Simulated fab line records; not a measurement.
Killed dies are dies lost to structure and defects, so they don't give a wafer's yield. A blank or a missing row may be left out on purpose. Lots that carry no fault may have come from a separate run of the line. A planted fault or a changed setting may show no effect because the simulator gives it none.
fab line records | flow nandHarc
record: lots: 12 wafers: 36 lastDay: 27
route steps=1159 shown A_CONTACT@941 END@1159
lots untouched by any fault: they come from a run of this same line in which no faults occurred
startH: hours from the record's opening day to when the first of the lot's shown wafers began | waitH: hours since the lot's step before | " identical to the entry in the row above | L1.1+2: a row that stands for several wafers | - value missing, or start not given | * or withheld: withheld | < > ~ a bound
route shown NAME@n: names a module that has steps shown in the file, with the first one's number in the route | usual: average and standard deviation across the fault-free wafers | same: alike in all rows | chamber/n: place in a boat | sites: per-site readings | _std_site: standard deviation across them | _edge_site: the outer-site mean with the inner-site mean subtracted | radiusMm: how far each site lies from the wafer's centre | mask NAME#n: copy n | behind: the most recent tool/chamber to have shaped the wafer | hold: reason for holding the lot/hours on hold/outcome of the hold | device: the n, p or np transistor that did not switch | end of line: at the end of the route, the tests of the same wafers | a step given without rows: its recipe and nothing more | killed: count of dies lost to structure and defects at first sort (not the wafer's yield) | map: per-die view of a wafer (x killed, . not killed, _ where there is no die)
set.NAME: setting as actually run; set.NAME@STEP: the setting as run at that earlier step | model.NAME: the simulator's own value behind a step, which no gauge read
a sample of lots followed through the steps of the route, with each step as a table and each wafer as a row
services: a tool's chamber out of use, with start hour (startH, from the record's first day; less than 0 if before it), hours out, and reason
== steps ==
step: NHARC_A_CONTACT_ETCH_30
recipe: targetDepthA: 605 timeS: 30.2 cf4FlowSccm: 100 chf3FlowSccm: 30 arFlowSccm: 0 rfW: 500 biasW: 200 chemistry: CF4/CHF3
usual: drypumpMotorCurrentA: 5.6/0.38 oesProductAu: 0.934/0.016 rfVppV: 369.6/2.2 showerheadPlenumPTorr: 1.55/0.064 throttleValvePct: 16.803/0.0088
columns lot.wafer tool chamber startH waitH drypumpMotorCurrentA oesProductAu rfHoursCounterH rfVppV showerheadPlenumPTorr throttleValvePct
L242.3 rieDiel-11 2 - - 5.8 0.954 16 368.5 1.53 16.816
L242.2 " 0 " " 5.5 0.976 16 366.6 1.47 16.807
L242.6 " 3 " " 5.7 0.959 - 367.5 1.53 16.797
L243.4 rieDiel-13 0 - - 5.4 0.928 48 371.1 1.59 16.804
L243.3 " 1 " " 5.3 0.927 51 369.2 1.53 16.804
L243.1 " 2 " " 5.7 0.935 50 367.4 1.47 16.819
L244.1 rieDiel-04 0 - - 5.6 0.921 23 369.2 1.48 16.801
L244.4 " 1 " " 5.8 0.918 22 369.7 1.56 16.811
L244.6 " 3 " " 4.9 0.925 - 371.9 1.58 16.810
L246.4 rieDiel-13 2 - - 5.7 0.934 54 367.2 1.47 16.801
L246.5 " 2 " " 5.7 0.933 - 366.9 1.47 16.819
L246.6 " 3 " " 6.5 0.936 - 373.2 1.69 16.814
L245.4 rieDiel-13 2 - - 5.7 0.928 56 367.3 1.47 16.797
L245.1 " 0 " " 5.4 0.930 54 370.5 1.59 16.801
L245.5 " 2 " " 5.7 0.939 - 366.9 1.47 16.799
L247.2 rieDiel-04 0 - - 5.5 0.915 9 367.2 1.47 16.802
L247.1 " 1 " " 5.8 0.941 5 369.8 1.56 16.807
L247.4 " 3 " " 5.0 0.926 9 369.9 1.57 16.798
L254.4 rieDiel-04 3 - - 5.0 0.919 11 369.7 1.57 16.794
L254.6 " 0 " " 5.5 0.923 - 366.6 1.47 16.815
L254.5 " 1 " " 5.9 0.924 - 370.3 1.56 16.798
L258.1 rieDiel-04 0 - - 5.5 0.915 13 366.3 1.47 16.813
L258.4 " 1 " " 5.8 0.917 9 370.6 1.56 16.819
L258.3 " 2 " " 5.7 0.923 11 370.4 1.55 16.803
L257.1 rieDiel-04 0 - - 5.6 0.930 14 367.4 1.47 16.798
L257.2 " 1 " " 5.8 0.920 9 370.1 1.56 16.795
L257.5 " 3 " " 4.9 0.919 - 370.6 1.57 16.806
L261.1 rieDiel-13 3 - - 6.5 0.965 39 373.6 1.67 16.799
L261.6 " 0 " " 5.4 0.964 - 371.4 1.58 16.790
L261.5 " 1 " " 5.3 0.950 - 368.5 1.51 16.804
L260.1 rieDiel-11 3 - - 5.7 0.977 0 368.9 1.52 16.803
L260.2 " 0 " " 5.5 0.977 0 374.6 1.70 16.797
L260.5 " 3 " " 5.8 0.970 - 369.5 1.52 16.794
L262.2 rieDiel-13 0 - - 5.4 0.926 39 370.0 1.58 16.821
L262.1 " 2 " " 5.7 0.925 49 367.3 1.46 16.809
L262.6 " 1 " " 5.3 0.924 - 367.8 1.51 16.804
step: NHARC_A_CONTACT_ALD_18
recipe: targetThkA: 30 pulseTimeS: 1 aldCycles: 150 tempC: 450 material: TiN
usual: heaterPowerW: 1071/110 precursorPulseHeightRel: 1.000/0.018
same: aldCycles: 150
columns lot.wafer tool chamber startH waitH heaterPowerW precursorPulseHeightRel
L242.3 aldMetal-02 2 426.14 - 1062 0.965
L242.2 " 0 " " 1088 1.012
L242.6 " 0 " " 1109 0.980
L243.1 aldMetal-04 1 429.77 - 1141 1.038
L243.3 " 2 " " 1234 0.984
L243.4 " 3 " " 1021 1.006
L244.1 aldMetal-04 3 435.80 - 997 1.005
L244.4 " 0 " " 912 1.002
L244.6 " 2 " " 1261 1.001
L246.6 aldMetal-02 2 441.71 - 1085 1.030
L246.4 " 0 " " 1055 0.980
L246.5 " 1 " " 1026 1.007
L245.1 aldMetal-03 1 447.13 - 1221 1.026
L245.4 " 2 " " 1017 1.001
L245.5 " 0 " " 898 0.991
L247.4 aldMetal-02 3 514.88 - 1220 1.007
L247.1 " 0 " " 1032 1.010
L247.2 " 1 " " 1084 1.011
L254.4 aldMetal-04 2 526.97 - 1225 1.021
L254.5 " 1 " " 1174 0.969
L254.6 " 2 " " 1254 0.999
L258.4 aldMetal-02 2 528.06 - 1090 0.983
L258.1 " 0 " " 1080 0.984
L258.3 " 1 " " 1064 0.971
L257.1 aldMetal-03 3 529.01 - 1020 1.034
L257.2 " 1 " " 1264 0.997
L257.5 " 2 " " 971 1.003
L261.1 aldMetal-03 2 557.59 - 952 0.998
L261.5 " 0 " " 877 1.020
L261.6 " 1 " " 1231 0.997
L260.2 aldMetal-02 2 559.43 - 1104 0.993
L260.1 " 0 " " 1037 1.019
L260.5 " 1 " " 1042 1.003
L262.2 aldMetal-03 1 571.04 - 1247 1.030
L262.1 " 3 " " 1044 0.981
L262.6 " 1 " " 1237 0.989
step: NHARC_A_CONTACT_CVD_19
recipe: targetThkA: 3000 tempC: 300 pressureTorr: 40 wf6FlowSccm: 40 h2FlowSccm: 1600 arFlowSccm: 1560 timeS: 802 material: W
usual: heaterPowerW: 443/38 mfcH2Sccm: 1600/4.9 throttleValvePct: 8.01/0.18
columns lot.wafer tool chamber startH waitH heaterPowerW mfcH2Sccm throttleValvePct
L242.2 cvdW-02 1 428.65 - 459 1601 7.86
L242.3 " 0 " " 459 1598 8.10
L242.6 " 0 " " 480 1598 7.95
L243.1 cvdW-01 0 430.08 - 393 1603 8.01
L243.4 " 1 " " 450 1611 7.99
L243.3 " 0 " " 395 1587 8.22
L244.1 cvdW-01 0 436.11 - 400 1601 8.19
L244.4 " 1 " " 454 1598 7.66
L244.6 " 0 " " 393 1598 8.15
L246.4 cvdW-01 1 452.10 - 452 1601 7.75
L246.6 " 1 " " 455 1597 7.89
L246.5 " 0 " " 396 1591 8.13
L245.1 cvdW-01 0 458.24 - 396 1597 8.13
L245.4 " 0 " " 391 1591 8.17
L245.5 " 1 " " 458 1599 7.76
L247.2 cvdW-02 1 515.07 - 461 1603 8.05
L247.1 " 0 " " 480 1599 8.24
L247.4 " 0 " " 481 1591 7.91
L254.4 cvdW-02 1 537.78 - 478 1601 8.07
L254.5 " 1 " " 457 1593 8.21
L254.6 " 0 " " 490 1605 8.08
L258.1 cvdW-01 0 538.71 - 396 1600 7.94
L258.3 " 1 " " 474 1604 7.98
L258.4 " 0 " " 394 1602 7.97
L257.2 cvdW-01 1 539.33 - 463 1602 7.85
L257.1 " 0 " " 382 1592 7.94
L257.5 " 1 " " 467 1605 7.84
L261.1 cvdW-01 0 561.90 - 386 1599 8.20
L261.6 " 1 " " 477 1601 7.61
L261.5 " 0 " " 388 1589 8.28
L260.2 cvdW-01 0 562.52 - 383 1597 8.13
L260.1 " 1 " " 474 1602 8.20
L260.5 " 0 " " 388 1604 7.95
L262.1 cvdW-01 1 571.85 - 474 1607 8.02
L262.2 " 0 " " 386 1607 8.13
L262.6 " 1 " " 470 1607 7.89
step: NHARC_A_CONTACT_CMP_20
recipe: tOverpolishS: 30 targetThkNm: 300
usual: motorCurrentA: 12.1/1.2 overpolishRunS: 29.999/0.009 timeToEndpointS: 60.2/2.6
columns lot.wafer tool chamber startH waitH motorCurrentA overpolishRunS timeToEndpointS
L242.2 cmp-03 3 429.59 0.8 13.7 30.014 61.0
L242.3 " 1 " " 12.3 29.986 64.6
L242.6 " 2 " " 12.9 30.000 63.9
L243.3 cmp-01 2 430.87 0.4 13.2 29.987 61.4
L243.4 " 3 " " 11.7 30.013 62.2
L243.1 " 0 " " 10.1 30.006 64.2
L244.1 cmp-03 2 436.92 0.7 12.5 30.006 64.1
L244.4 " 3 " " 12.9 30.005 61.8
L244.6 " 2 " " 13.2 30.009 62.1
L246.4 cmp-01 1 452.80 0.6 13.5 30.008 58.3
L246.6 " 3 " " 12.1 29.993 57.2
L246.5 " 0 " " 10.0 30.013 58.2
L245.4 cmp-01 3 459.12 0.5 11.9 30.008 57.4
L245.1 " 2 " " 13.0 29.998 57.2
L245.5 " 3 " " 11.9 29.993 58.2
L247.1 cmp-04 0 515.95 0.6 11.2 29.990 84.5
L247.2 " 1 " " 12.4 30.002 60.2
L247.4 " 3 " " 11.1 29.991 87.4
L254.4 cmp-01 1 538.47 0.6 13.3 30.006 85.8
L254.5 " 3 " " 11.2 29.999 61.2
L254.6 " 0 " " 10.2 30.001 58.6
L258.3 cmp-04 1 539.50 0.5 12.6 30.016 58.3
L258.4 " 2 " " 13.2 29.989 58.1
L258.1 " 3 " " 10.6 30.003 63.6
L257.1 cmp-01 0 540.27 0.7 10.1 29.991 57.5
L257.2 " 1 " " 13.4 29.993 54.6
L257.5 " 2 " " 13.5 29.990 58.4
L261.1 cmp-03 0 562.74 0.7 11.3 29.986 62.1
L261.6 " 1 " " 12.9 30.000 61.8
L261.5 " 2 " " 12.4 30.016 60.4
L260.1 cmp-01 3 563.40 0.6 11.8 29.991 55.7
L260.2 " 1 " " 12.8 29.983 59.3
L260.5 " 3 " " 12.1 29.994 59.4
L262.2 cmp-04 3 572.76 0.7 11.0 30.006 62.2
L262.1 " 0 " " 11.3 30.006 60.0
L262.6 " 0 " " 10.6 30.014 59.7
step: NHARC_A_CONTACT_INSPECT_23
usual: rawDefectCount: 394/110
columns lot.wafer tool chamber startH waitH rawDefectCount
L242.2 defectInspect-01 - 429.97 0.1 419
L242.3 " - " " 559
L242.6 " - " " 386
L243.1 defectInspect-01 - 431.24 0.1 285
L243.3 " - " " 262
L243.4 " - " " 346
L244.1 defectInspect-02 - 437.30 0.1 321
L244.4 " - " " 346
L244.6 " - " " 469
L246.4 defectInspect-02 - 453.15 0.1 522
L246.5 " - " " 413
L246.6 " - " " 950
L245.1 defectInspect-02 - 459.52 0.1 475
L245.4 " - " " 440
L245.5 " - " " 348
L247.1 defectInspect-02 - 516.35 0.1 526
L247.2 " - " " 319
L247.4 " - " " 413
L254.4 defectInspect-01 - 538.82 0.1 445
L254.5 " - " " 443
L254.6 " - " " 424
L258.1 defectInspect-02 - 539.87 0.1 332
L258.3 " - " " 385
L258.4 " - " " 464
L257.1 defectInspect-01 - 540.62 0.1 363
L257.2 " - " " 343
L257.5 " - " " 375
L261.1 defectInspect-02 - 563.07 0.1 536
L261.5 " - " " 332
L261.6 " - " " 577
L260.1 defectInspect-02 - 563.81 0.1 442
L260.2 " - " " 331
L260.5 " - " " 336
L262.1 defectInspect-02 - 573.16 0.1 340
L262.2 " - " " 376
L262.6 " - " " 372
step: NHARC_END_SORT_01
recipe: tempC: 25
usual: killedAtArray: 28/11 killedAtOther: 0.9/1.2 killedAtPeriphery: 2.6/2.1 killedDies: 31/11 killedOpen: 3.1/1.7 killedShort: 1.9/1.3
same: grossDies: 677
columns lot.wafer tool chamber startH waitH killedAtArray killedAtOther killedAtPeriphery killedDies killedOpen killedShort
L247.1 prober-02 0 572.34 2.5 13 0 3 16 4 1
L247.2 prober-02 0 573.14 2.8 15 0 2 17 2 3
L247.4 prober-02 0 574.75 3.4 10 0 4 14 1 2
L254.4 prober-01 0 603.90 3.4 33 5 4 42 5 4
L254.5 prober-01 0 604.71 3.7 27 1 4 32 2 0
L254.6 prober-01 0 605.52 4.0 22 3 7 32 3 2
L258.1 prober-02 0 606.09 2.4 38 0 4 42 3 3
L258.3 prober-02 0 607.69 3.1 41 0 1 42 0 2
L258.4 prober-02 0 608.49 3.4 38 0 2 40 4 1
killed by level:class
L247.1 A_STAIRCASE:chamberFilmFlake=3 A_CONTACT:chamberFilmFlake=3 P_CONTACT:geometricParticle:open=2 A_CHANNEL_HOLE_D1:chamberFilmFlake=2 A_ONON_D1:geometricParticle:open=1 A_CHANNEL_FILL_D1:geometricParticle:open=1 A_CONTACT:geometricParticle:short=1 P_STI:chamberFilmFlake=1
L247.2 A_CONTACT:chamberFilmFlake=5 A_STAIRCASE:chamberFilmFlake=3 A_SGD_CUT:geometricParticle:open=2 A_WL_FILL:geometricParticle:short=2 A_CHANNEL_HOLE_D1:chamberFilmFlake=2 P_M1:geometricParticle:short=1 P_STI:chamberFilmFlake=1 A_WL_FILL:chamberFilmFlake=1
L247.4 A_CHANNEL_HOLE_D1:chamberFilmFlake=4 A_CONTACT:chamberFilmFlake=3 A_STAIRCASE:chamberFilmFlake=2 P_STI:geometricParticle:open=1 P_CONTACT:geometricParticle:short=1 P_M1:geometricParticle:short=1 P_CONTACT:chamberFilmFlake=1 A_WL_FILL:chamberFilmFlake=1
L254.4 A_CHANNEL_HOLE_D1:chamberFilmFlake=18 A_M1:chamberFilmFlake=6 A_WL_FILL:geometricParticle:short=3 THIN_TSV:chamberFilmFlake=3 A_ONON_D1:geometricParticle:open=2 P_M1:chamberFilmFlake=2 A_STAIRCASE:chamberFilmFlake=2 P_STI:geometricParticle:open=1
L254.5 A_CHANNEL_HOLE_D1:chamberFilmFlake=18 P_M1:chamberFilmFlake=3 A_M1:chamberFilmFlake=3 A_CONTACT:chamberFilmFlake=2 A_SGD_CUT:geometricParticle:open=1 A_WL_FILL:geometricParticle:open=1 P_ZERO_WELL:chamberFilmFlake=1 A_ZERO_WELL:chamberFilmFlake=1
L254.6 A_CHANNEL_HOLE_D1:chamberFilmFlake=15 P_M1:chamberFilmFlake=5 THIN_TSV:chamberFilmFlake=3 A_M1:chamberFilmFlake=2 P_M0:geometricParticle:short=1 P_M1:geometricParticle:open=1 A_ONON_D1:geometricParticle:open=1 A_WL_FILL:geometricParticle:short=1
L258.1 A_CHANNEL_HOLE_D1:chamberFilmFlake=18 A_SLIT:chamberFilmFlake=11 A_CONTACT:chamberFilmFlake=4 P_M2:chamberFilmFlake=2 P_CONTACT:geometricParticle:short=1 P_M0:geometricParticle:open=1 A_SOURCE_PLATE:geometricParticle:short=1 A_WL_FILL:geometricParticle:short=1
L258.3 A_CHANNEL_HOLE_D1:chamberFilmFlake=22 A_SLIT:chamberFilmFlake=12 A_CONTACT:chamberFilmFlake=3 A_STAIRCASE:chamberFilmFlake=2 A_SOURCE_PLATE:geometricParticle:short=1 A_CHANNEL_FILL_D1:geometricParticle:short=1 P_ZERO_WELL:chamberFilmFlake=1
L258.4 A_CHANNEL_HOLE_D1:chamberFilmFlake=19 A_SLIT:chamberFilmFlake=9 A_CONTACT:chamberFilmFlake=3 A_STAIRCASE:chamberFilmFlake=2 P_M0:geometricParticle:open=1 A_ONON_D1:geometricParticle:open=1 A_SGD_CUT:geometricParticle:open=1 A_M0:geometricParticle:open=1
== services ==
columns tool chamber startH hours kind
cmp-04 - 399.00 4.0 pm
rieDiel-04 - 403.24 0.5 repair
cmp-01 - 405.20 4.0 pm
aldMetal-02 3 418.24 24.3 repair
aldMetal-02 0 430.00 4.4 repair
aldMetal-02 - 438.50 0.6 repair
rieDiel-04 0 442.08 2.6 repair
rieDiel-04 3 443.11 8.3 repair
rieDiel-04 3 451.85 2.1 repair
rieDiel-13 - 453.20 9.0 pm
rieDiel-04 - 465.98 9.0 pm
rieDiel-13 0 466.52 6.0 repair
cvdW-01 - 474.37 13.0 pm
aldMetal-03 2 475.35 30.1 repair
aldMetal-02 0 475.49 6.3 repair
rieDiel-04 1 479.75 6.5 repair
aldMetal-02 - 486.19 1.9 repair
cmp-01 - 493.30 5.1 repair
rieDiel-04 1 494.32 8.7 repair
aldMetal-03 - 500.00 10.0 pm
cmp-01 - 500.22 1.2 repair
cmp-01 - 503.20 4.0 pm
aldMetal-02 - 542.00 10.0 pm
cmp-01 - 564.33 0.9 repair
== key ==
firstSign: step: NHARC_A_CONTACT_CMP_20 reading: timeToEndpointS direction: up sigmas: 9.8 usual: * struck: *
effect none on later readings
metAt NHARC_A_CONTACT_CVD_19
struckLots L247,L254
struckWafers L247.1,L247.4,L254.4
testerLeftOut L247,L254
notActingAt NHARC_A_CONTACT_ETCH_30,NHARC_A_CONTACT_ALD_18,NHARC_A_CONTACT_INSPECT_23
onsetBetween 428.65 515.07
fault: kind: processParameterDrift tool: cvdW-02 chamber: - onsetH: 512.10 steps: NHARC_A_CONTACT_CVD_19 channel: targetThkA offset: * shape: step endH: 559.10 scope: struckWafersOnly actsIn: * stated: *
testerLeftOut: of these lots the tester's yield and bins aren't shown, on N5 and GAA mostly nor the transistor test; their killed dies are dies lost to structure and defects alone, not to doping, threshold or leakage, so they don't give the yield
